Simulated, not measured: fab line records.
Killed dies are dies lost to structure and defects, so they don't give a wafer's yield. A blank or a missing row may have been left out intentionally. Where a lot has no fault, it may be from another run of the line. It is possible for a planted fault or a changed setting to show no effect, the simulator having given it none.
fab line records ; flow nandHarc
record: lots: 6; wafers: 18; lastDay: 34
route steps=1302 shown A_CHANNEL_HOLE_D2@591
lots with no fault: from the same line, run without faults
startH: start of the lot's first displayed wafer, in hours after the record's first day ; waitH: hours since the lot's step before ; " unchanged from the row above ; L1.1+2: several wafers, shown together as one row ; - value missing, or start not given ; * or withheld: withheld ; < > ~ a bound
route shown NAME@n: a module of which the file shows steps, and the number in the route of the first ; usual: mean and standard deviation over wafers with no fault ; same: alike in all rows ; chamber/n: place in a boat ; sites: per-site readings ; _std_site: standard deviation of those values ; _edge_site: mean of outer sites minus mean of inner sites ; radiusMm: for every site, how far away it sits from the centre of the wafer ; mask NAME#n: copy n ; behind: tool/chamber where the wafer was last shaped ; hold: the reason the lot was held/the length of the hold in hours/how it ended ; device: transistor that didn't switch, given as n, p or np ; end of line: at the end of the route, the tests of the same wafers ; a step given without rows: its recipe and nothing more ; killed: not the wafer's yield, but the dies lost to structure and defects at the first sort ; map: per-die view of a wafer (x killed, . not killed, _ where there is no die)
set.NAME: setting as actually run; set.NAME@STEP: the setting as run at that earlier step ; model.NAME: the simulator's own value behind a step, which no gauge read
lots seen at some steps along the route; tables by step, rows by wafer
services: a tool's chamber out of use, with start hour (startH, from the record's first day; less than 0 if before it), hours out, and reason
== steps ==
step: NHARC_A_CHANNEL_HOLE_D2_ETCH_19
recipe: biasV: 1200; sourceW: 2500; pressureMtorr: 15; timeS: 34.5; arFlowSccm: 375; c4f8FlowSccm: 28.8; o2FlowSccm: 96.2; tempC: -20; targetDepthA: *; chemistry: C4F8/O2/Ar
step: NHARC_A_CHANNEL_HOLE_D2_ETCH_20
recipe: biasV: 3000; sourceW: withheld; pressureMtorr: 20; timeS: 361.9; arFlowSccm: 375; c4f8FlowSccm: 89.3; o2FlowSccm: 35.7; tempC: -20; targetDepthA: 16000; chemistry: C4F8/O2/Ar
step: NHARC_A_CHANNEL_HOLE_D2_ETCH_21
recipe: biasV: 3000; sourceW: withheld; pressureMtorr: 20; timeS: 514.3; arFlowSccm: 375; c4f8FlowSccm: 89.3; o2FlowSccm: 35.7; tempC: -20; targetDepthA: 16000; chemistry: C4F8/O2/Ar
usual: chamberPressureMTorr: 20.002/0.02; drypumpMotorCurrentA: 5.60/0.22; runLengthS: 499.3/0; showerheadPlenumPTorr: 3.68/0.17; throttleValvePct: 32.155/0.0091
lot.wafer;tool;chamber;startH;waitH;chamberPressureMTorr;drypumpMotorCurrentA;rfHoursCounterH;runLengthS;showerheadPlenumPTorr;throttleValvePct
L387.2;harEtch-02;0;319.70;0.3;20.043;5.57;376;499.3;3.41;32.158
L387.5;harEtch-02;0;319.70;0.3;20.005;5.59;-;499.3;3.41;32.146
L387.6;harEtch-02;1;319.70;0.3;19.995;5.30;-;499.3;3.51;32.155
L391.2;harEtch-02;0;364.44;0.3;19.969;5.58;399;499.3;3.40;32.176
L391.3;harEtch-02;0;364.44;0.3;20.001;5.56;-;499.3;3.40;32.154
L391.5;harEtch-02;0;364.44;0.3;19.968;5.59;-;499.3;3.40;32.162
L392.1;harEtch-02;0;372.38;0.3;20.024;5.57;406;499.3;3.39;32.164
L392.3;harEtch-02;1;372.38;0.3;20.024;5.31;-;499.3;3.49;32.167
L392.5;harEtch-02;0;372.38;0.3;19.978;5.60;-;499.3;3.39;32.157
L407.1;harEtch-01;0;518.02;0.3;19.998;5.67;272;499.3;3.59;32.166
L407.3;harEtch-01;0;518.02;0.3;20.015;5.69;-;499.3;3.59;32.144
L407.5;harEtch-01;0;518.02;0.3;20.008;5.67;-;499.3;3.59;32.157
L406.4;harEtch-02;0;522.27;0.3;20.008;5.58;-;499.3;3.89;32.160
L406.5;harEtch-02;1;522.27;0.3;20.008;5.32;-;499.3;3.89;32.141
L406.6;harEtch-02;0;522.27;0.3;20.002;5.59;-;499.3;3.89;32.158
L408.2;harEtch-02;0;530.94;0.3;19.985;5.57;91;499.3;3.88;32.167
L408.1;harEtch-02;1;530.94;0.3;19.997;5.28;91;499.3;3.88;32.156
L408.3;harEtch-02;1;530.94;0.3;20.021;5.29;-;499.3;3.88;32.148
step: NHARC_A_CHANNEL_HOLE_D2_ETCH_22
recipe: biasV: 3000; sourceW: withheld; pressureMtorr: 20; timeS: 666.7; arFlowSccm: 375; c4f8FlowSccm: 89.3; o2FlowSccm: 35.7; tempC: -20; targetDepthA: 16000; chemistry: C4F8/O2/Ar
usual: chamberPressureMTorr: 20.002/0.018; drypumpMotorCurrentA: 5.59/0.22; runLengthS: 651.7/2.3e-10; showerheadPlenumPTorr: 3.68/0.17; throttleValvePct: 32.155/0.0095
lot.wafer;tool;chamber;startH;waitH;chamberPressureMTorr;drypumpMotorCurrentA;rfHoursCounterH;runLengthS;showerheadPlenumPTorr;throttleValvePct
L387.2;harEtch-02;0;320.15;0.4;19.989;5.59;377;651.7;3.41;32.159
L387.5;harEtch-02;0;320.15;0.4;19.999;5.58;-;651.7;3.41;32.145
L387.6;harEtch-02;1;320.15;0.4;19.997;5.27;-;651.7;3.51;32.161
L391.2;harEtch-02;0;364.89;0.4;19.975;5.60;399;651.7;3.40;32.152
L391.3;harEtch-02;0;364.89;0.4;19.986;5.60;-;651.7;3.40;32.146
L391.5;harEtch-02;0;364.89;0.4;20.003;5.59;-;651.7;3.40;32.174
L392.1;harEtch-02;0;372.82;0.4;19.966;5.57;407;651.7;3.39;32.160
L392.3;harEtch-02;1;372.82;0.4;20.024;5.29;-;651.7;3.49;32.176
L392.5;harEtch-02;0;372.82;0.4;19.965;5.58;-;651.7;3.40;32.145
L407.1;harEtch-01;0;518.45;0.4;20.006;5.67;272;651.7;3.59;32.145
L407.3;harEtch-01;0;518.45;0.4;19.987;5.68;-;651.7;3.59;32.152
L407.5;harEtch-01;0;518.45;0.4;19.978;5.68;-;651.7;3.59;32.158
L406.4;harEtch-02;0;522.78;0.4;20.009;5.57;-;651.7;3.89;32.153
L406.5;harEtch-02;1;522.78;0.4;20.004;5.29;-;651.7;3.89;32.146
L406.6;harEtch-02;0;522.78;0.4;20.019;5.57;-;651.7;3.88;32.153
L408.2;harEtch-02;0;531.39;0.4;19.996;5.59;92;651.7;3.88;32.171
L408.1;harEtch-02;1;531.39;0.4;19.974;5.30;92;651.7;3.88;32.155
L408.3;harEtch-02;1;531.39;0.4;19.999;5.32;-;651.7;3.88;32.157
step: NHARC_A_CHANNEL_HOLE_D2_ETCH_23
recipe: biasV: 5000; sourceW: withheld; pressureMtorr: 20; timeS: 819; arFlowSccm: 375; c4f8FlowSccm: 89.3; o2FlowSccm: 35.7; tempC: -20; targetDepthA: 16000; chemistry: C4F8/O2/Ar
step: NHARC_A_CHANNEL_HOLE_D2_ETCH_24
recipe: biasV: 5000; sourceW: withheld; pressureMtorr: 20; timeS: 906.2; arFlowSccm: 375; c4f8FlowSccm: 93.8; o2FlowSccm: 31.2; tempC: -20; targetDepthA: 15000; chemistry: C4F8/O2/Ar
usual: chamberPressureMTorr: 20.000/0.019; drypumpMotorCurrentA: 5.60/0.22; runLengthS: 891.2/2.3e-10; showerheadPlenumPTorr: 3.67/0.17; throttleValvePct: 32.235/0.0094
lot.wafer;tool;chamber;startH;waitH;chamberPressureMTorr;drypumpMotorCurrentA;rfHoursCounterH;runLengthS;showerheadPlenumPTorr;throttleValvePct
L387.2;harEtch-02;0;321.40;0.6;20.009;5.60;378;891.2;3.41;32.236
L387.5;harEtch-02;0;321.40;0.6;20.010;5.58;-;891.2;3.41;32.228
L387.6;harEtch-02;1;321.40;0.6;19.992;5.29;-;891.2;3.50;32.252
L391.2;harEtch-02;0;366.14;0.6;19.982;5.58;401;891.2;3.39;32.258
L391.3;harEtch-02;0;366.14;0.6;19.995;5.59;-;891.2;3.39;32.241
L391.5;harEtch-02;0;366.14;0.6;20.031;5.58;-;891.2;3.39;32.226
L392.1;harEtch-02;0;374.08;0.6;20.007;5.60;408;891.2;3.39;32.238
L392.3;harEtch-02;1;374.08;0.6;20.007;5.30;-;891.2;3.48;32.244
L392.5;harEtch-02;0;374.08;0.6;20.033;5.58;-;891.2;3.39;32.225
L407.1;harEtch-01;0;519.71;0.6;19.994;5.65;274;891.2;3.59;32.254
L407.3;harEtch-01;0;519.71;0.6;19.984;5.66;-;891.2;3.59;32.249
L407.5;harEtch-01;0;519.71;0.6;19.995;5.68;-;891.2;3.59;32.231
L406.4;harEtch-02;0;524.14;0.6;19.962;5.59;-;891.2;3.88;32.218
L406.5;harEtch-02;1;524.14;0.6;19.984;5.28;-;891.2;3.88;32.231
L406.6;harEtch-02;0;524.14;0.6;20.029;5.62;-;891.2;3.88;32.220
L408.2;harEtch-02;0;532.66;0.6;19.998;5.60;93;891.2;3.87;32.237
L408.1;harEtch-02;1;532.66;0.6;19.997;5.26;93;891.2;3.88;32.222
L408.3;harEtch-02;1;532.66;0.6;19.980;5.29;-;891.2;3.88;32.239
step: NHARC_A_CHANNEL_HOLE_D2_ETCH_25
recipe: biasV: 5000; sourceW: withheld; pressureMtorr: 20; timeS: 1040.2; arFlowSccm: 375; c4f8FlowSccm: 93.8; o2FlowSccm: 31.2; tempC: -20; targetDepthA: 15000; chemistry: C4F8/O2/Ar
usual: chamberPressureMTorr: 20.001/0.019; drypumpMotorCurrentA: 5.59/0.22; runLengthS: 1025.2/2.3e-10; showerheadPlenumPTorr: 3.67/0.17; throttleValvePct: 32.236/0.009
lot.wafer;tool;chamber;startH;waitH;chamberPressureMTorr;drypumpMotorCurrentA;rfHoursCounterH;runLengthS;showerheadPlenumPTorr;throttleValvePct
L387.2;harEtch-02;0;322.16;0.6;19.987;5.57;379;1025.2;3.40;32.226
L387.5;harEtch-02;0;322.16;0.6;19.999;5.58;-;1025.2;3.41;32.234
L387.6;harEtch-02;1;322.16;0.6;19.989;5.27;-;1025.2;3.50;32.248
L391.2;harEtch-02;0;366.91;0.6;20.009;5.57;401;1025.2;3.39;32.231
L391.3;harEtch-02;0;366.91;0.6;20.034;5.59;-;1025.2;3.39;32.232
L391.5;harEtch-02;0;366.91;0.6;19.982;5.60;-;1025.2;3.39;32.223
L392.1;harEtch-02;0;374.86;0.6;20.013;5.60;409;1025.2;3.39;32.246
L392.3;harEtch-02;1;374.86;0.6;20.002;5.28;-;1025.2;3.48;32.234
L392.5;harEtch-02;0;374.86;0.6;19.986;5.60;-;1025.2;3.39;32.226
L407.1;harEtch-01;0;520.48;0.6;20.030;5.67;274;1025.2;3.59;32.231
L407.3;harEtch-01;0;520.48;0.6;20.006;5.65;-;1025.2;3.59;32.226
L407.5;harEtch-01;0;520.48;0.6;19.989;5.66;-;1025.2;3.59;32.238
L406.4;harEtch-02;0;524.96;0.7;20.011;5.58;-;1025.2;3.88;32.212
L406.5;harEtch-02;1;524.96;0.7;19.996;5.30;-;1025.2;3.88;32.228
L406.6;harEtch-02;0;524.96;0.7;20.001;5.59;-;1025.2;3.88;32.233
L408.2;harEtch-02;0;533.43;0.6;19.998;5.58;94;1025.2;3.87;32.242
L408.1;harEtch-02;1;533.43;0.6;20.035;5.31;94;1025.2;3.87;32.235
L408.3;harEtch-02;1;533.43;0.6;19.983;5.31;-;1025.2;3.87;32.228
step: NHARC_A_CHANNEL_HOLE_D2_ETCH_26
recipe: biasV: 300; sourceW: 2000; pressureMtorr: 30; timeS: 224.1; arFlowSccm: 375; c4f8FlowSccm: 11.4; o2FlowSccm: 113.6; tempC: -20; targetDepthA: 3000; chemistry: C4F8/O2/Ar
usual: chamberPressureMTorr: 30.002/0.027; drypumpMotorCurrentA: 5.60/0.22; runLengthS: 209.1/0; showerheadPlenumPTorr: 3.72/0.18; throttleValvePct: 24.583/0.0087
lot.wafer;tool;chamber;startH;waitH;chamberPressureMTorr;drypumpMotorCurrentA;rfHoursCounterH;runLengthS;showerheadPlenumPTorr;throttleValvePct
L387.2;harEtch-02;0;323.04;0.7;29.951;5.59;379;209.1;3.44;24.593
L387.5;harEtch-02;0;323.04;0.7;30.039;5.59;-;209.1;3.44;24.589
L387.6;harEtch-02;1;323.04;0.7;30.043;5.31;-;209.1;3.54;24.589
L391.2;harEtch-02;0;367.79;0.7;29.992;5.57;402;209.1;3.43;24.587
L391.3;harEtch-02;0;367.79;0.7;30.035;5.56;-;209.1;3.43;24.596
L391.5;harEtch-02;0;367.79;0.7;30.019;5.57;-;209.1;3.43;24.590
L392.1;harEtch-02;0;375.73;0.7;30.006;5.58;410;209.1;3.42;24.581
L392.3;harEtch-02;1;375.73;0.7;29.977;5.30;-;209.1;3.52;24.576
L392.5;harEtch-02;0;375.73;0.7;30.063;5.56;-;209.1;3.42;24.597
L407.1;harEtch-01;0;521.36;0.7;29.979;5.64;275;209.1;3.63;24.576
L407.3;harEtch-01;0;521.36;0.7;29.995;5.65;-;209.1;3.63;24.586
L407.5;harEtch-01;0;521.36;0.7;29.973;5.64;-;209.1;3.63;24.587
L406.4;harEtch-02;0;525.50;0.4;30.009;5.57;-;209.1;3.94;24.578
L406.5;harEtch-02;1;525.50;0.4;29.991;5.31;-;209.1;3.94;24.578
L406.6;harEtch-02;0;525.50;0.4;30.009;5.59;-;209.1;3.94;24.578
L408.2;harEtch-02;0;534.30;0.7;30.022;5.59;95;209.1;3.94;24.576
L408.1;harEtch-02;1;534.30;0.7;30.014;5.31;95;209.1;3.93;24.567
L408.3;harEtch-02;1;534.30;0.7;29.952;5.30;-;209.1;3.94;24.591
step: NHARC_A_CHANNEL_HOLE_D2_ETCH_27
recipe: biasV: 400; sourceW: 2000; pressureMtorr: 25; timeS: 90; arFlowSccm: 375; c4f8FlowSccm: 41.7; o2FlowSccm: 83.3; tempC: -20; targetDepthA: 4000; chemistry: C4F8/O2/Ar
step: NHARC_A_CHANNEL_HOLE_D2_STRIP_41
recipe: n2FlowSccm: 150; h2FlowSccm: 150; arFlowSccm: 0; biasW: 0; chemistry: N2/H2
step: NHARC_A_CHANNEL_HOLE_D2_STRIP_42
recipe: cf4FlowSccm: 100; chf3FlowSccm: 30; arFlowSccm: 0; biasW: 0; chemistry: CF4/CHF3
step: NHARC_A_CHANNEL_HOLE_D2_STRIP_43
recipe: o2FlowSccm: 400; cosFlowSccm: 20; arFlowSccm: 0; biasW: 0; chemistry: O2/COS
step: NHARC_A_CHANNEL_HOLE_D2_ETCH_44
recipe: targetDepthA: 1400; overetchA: 140; timeS: 77; ionEnergyEv: 100; cf4FlowSccm: 80; o2FlowSccm: 20; arFlowSccm: 0; rfW: 300; biasW: 100; chemistry: CF4/O2
usual: chamberPressureMTorr: 29.998/0.029; drypumpMotorCurrentA: 5.5/0.43; oes_ar_750_au: 1.000/0.0048; oesProductAu: 0.998/0.0078; rfVppV: 197.5/1.1; runLengthS: 98.2/0.44; showerheadPlenumPTorr: 1.31/0.041; throttleValvePct: 13.397/0.0092
lot.wafer;tool;chamber;startH;waitH;chamberPressureMTorr;drypumpMotorCurrentA;oes_ar_750_au;oesProductAu;rfHoursCounterH;rfVppV;runLengthS;showerheadPlenumPTorr;throttleValvePct
L387.2;rieDiel-06;0;324.46;0.5;29.990;5.4;0.986;1.011;1.8;198.4;98.2;1.36;13.395
L387.5;rieDiel-06;0;324.46;0.5;29.968;5.4;1.005;1.003;-;199.1;98.3;1.36;13.381
L387.6;rieDiel-06;3;324.46;0.5;30.018;5.7;1.007;0.992;-;197.5;97.8;1.34;13.401
L391.2;rieDiel-09;3;368.75;0.1;30.002;5.0;1.008;0.996;2.2;198.1;98.2;1.34;13.403
L391.3;rieDiel-09;0;368.75;0.1;30.004;5.1;0.995;0.997;2.4;197.1;99.4;1.30;13.379
L391.5;rieDiel-09;1;368.75;0.1;29.968;5.2;1.000;1.007;-;199.8;97.6;1.38;13.402
L392.3;rieDiel-06;2;376.72;0.1;29.991;6.3;0.994;0.989;4.8;196.1;97.8;1.29;13.412
L392.1;rieDiel-06;0;376.72;0.1;29.999;5.4;0.997;1.007;4.3;197.6;98.0;1.36;13.395
L392.5;rieDiel-06;0;376.72;0.1;29.968;5.4;1.000;1.003;-;199.4;98.1;1.36;13.399
L407.1;rieDiel-06;1;522.31;0.1;29.972;5.7;1.001;0.998;1.9;196.5;98.8;1.30;13.376
L407.3;rieDiel-06;3;522.31;0.1;30.012;5.7;0.999;1.004;1.8;196.5;97.8;1.33;13.428
L407.5;rieDiel-06;1;522.31;0.1;29.983;5.8;1.001;1.003;-;198.6;98.0;1.30;13.378
L406.4;rieDiel-09;2;526.37;0.1;30.011;5.5;1.003;0.997;0.9;194.8;97.9;1.24;13.391
L406.6;rieDiel-09;3;526.37;0.1;30.012;5.0;0.997;0.995;-;196.8;98.1;1.34;13.409
L406.5;rieDiel-09;0;526.37;0.1;30.042;5.1;1.005;1.007;-;198.4;90.5;1.30;13.405
L408.2;rieDiel-09;3;535.24;0.1;29.964;5.0;1.000;0.995;1.7;199.3;97.8;1.34;13.397
L408.3;rieDiel-09;0;535.24;0.1;29.972;5.1;0.996;0.994;1.5;198.2;90.2;1.30;13.403
L408.1;rieDiel-09;1;535.24;0.1;29.983;5.2;0.999;1.014;1.5;199.3;97.3;1.38;13.398
step: NHARC_A_CHANNEL_HOLE_D2_STRIP_28
recipe: o2FlowSccm: 500; arFlowSccm: 0; biasW: 0; chemistry: O2
== services ==
tool;chamber;startH;hours;kind
rieDiel-09;0;299.40;-;clean
rieDiel-09;1;299.40;-;clean
rieDiel-09;2;299.40;-;clean
rieDiel-09;3;299.40;-;clean
rieDiel-06;1;301.19;52.1;repair
rieDiel-06;-;307.20;9.0;pm
rieDiel-06;0;307.20;9.0;ventCycle
rieDiel-06;2;307.20;9.0;ventCycle
rieDiel-06;3;307.20;9.0;ventCycle
rieDiel-09;-;320.39;9.0;pm
rieDiel-06;3;326.31;1.7;repair
rieDiel-06;3;376.22;10.1;repair
harEtch-02;-;377.00;17.0;pm
harEtch-02;0;377.00;17.0;ventCycle
harEtch-02;1;377.00;17.0;ventCycle
rieDiel-09;1;377.19;9.8;repair
harEtch-02;0;394.00;-;clean
harEtch-02;0;394.00;-;consumableReplace:focusRing
harEtch-02;0;394.00;-;consumableReplace:showerhead
harEtch-02;1;394.00;-;clean
harEtch-02;1;394.00;-;consumableReplace:showerhead
rieDiel-06;1;459.50;10.0;repair
rieDiel-06;-;484.20;9.0;pm
rieDiel-09;-;497.39;9.0;pm
== key ==
firstSign: step: NHARC_A_CHANNEL_HOLE_D2_ETCH_44; reading: runLengthS; direction: down; sigmas: 18; usual: *; struck: *
effect none on later readings
metAt NHARC_A_CHANNEL_HOLE_D2_ETCH_44
struckWafers L406.5,L408.3
laterRowsLeftOut L406.5,L408.3
sortLeftOut L406.5,L408.3
testerLeftOut L406,L408
onsetBetween 368.75 526.37
fault: kind: processParameterDrift; tool: rieDiel-09; chamber: 0; onsetH: 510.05; steps: NHARC_A_CHANNEL_HOLE_D2_ETCH_44; channel: timeS; offset: *; shape: step; endH: 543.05; actsIn: *; stated: *
testerLeftOut: of these lots the tester's yield and bins aren't shown, on N5 and GAA mostly nor the transistor test; their killed dies are dies lost to structure and defects alone, not to doping, threshold or leakage, so they don't give the yield
sortLeftOut: the simulated sort isn't trusted on such a fault, so these wafers' sort isn't shown, and their yield isn't known
laterRowsLeftOut: the simulator's readings of these wafers behind a module that went badly wrong aren't trusted and aren't shown, but for the sort
